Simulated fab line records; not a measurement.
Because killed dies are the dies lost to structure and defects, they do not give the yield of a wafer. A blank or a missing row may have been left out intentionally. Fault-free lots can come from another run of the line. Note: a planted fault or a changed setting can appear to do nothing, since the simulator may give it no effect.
Chamber matching | flow nand-harc | NHARC_A_STAIRCASE_DEP_301 on pecvd-02: 3 sister chambers
The step deposits SiON, target thk 30 nm. 14 wafers are shown with their chamber, then 7 later ones without.

## WAFERS PAIRED WITH THEIR CHAMBERS
wafer  | chamber | heater-power-w (W)
L074.2 | 1       | 706
L074.5 | 2       | 699
L074.6 | 0       | 769
L076.1 | 1       | 813
L076.3 | 2       | 721
L076.4 | 0       | 794
L082.2 | 1       | 778
L082.3 | 0       | 840
L082.5 | 1       | 787
L089.3 | 1       | 675
L089.5 | 2       | 697
L089.6 | 0       | 867
L090.1 | 2       | 656
L090.3 | 1       | 797

SIGNATURES, as means of the wafers listed above
reading        | chamber 0 | chamber 1 | chamber 2 | scatter within a chamber
heater-power-w | 817.50    | 759.33    | 693.25    | 46.2
Rule: a wafer lies at a distance from a chamber equal to the root of the sum of squares, over the readings, of (its reading less the chamber's mean, divided by the reading's scatter). The wafer belongs to the nearest chamber; if the next one is less than 2 further off, it can't be placed. The scatter is the square root of a quotient: the sum, over the shown wafers, of each reading's squared deviation from its chamber's mean, divided by wafers minus chambers.

## WAFERS WITH NO CHAMBER GIVEN
wafer  | heater-power-w (W)
L090.5 | 821
L093.1 | 899
L093.4 | 719
L093.6 | 872
L096.2 | 812
L096.3 | 839
L096.5 | 852

## THE CHAMBER EACH PASSED THROUGH
wafer  | from the rows above          | in truth
L090.5 | can't be placed: 0 or 1      | 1
L093.1 | can't be placed: 0 or 1      | 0
L093.4 | can't be placed: 2 or 1 or 0 | 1
L093.6 | can't be placed: 0 or 1      | 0
L096.2 | can't be placed: 0 or 1      | 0
L096.3 | can't be placed: 0 or 1      | 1
L096.5 | can't be placed: 0 or 1      | 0
Placed correctly: 0 of 7. Not placeable from these rows: 7 (in 7, the candidates include the true chamber). Wrongly placed: 0.
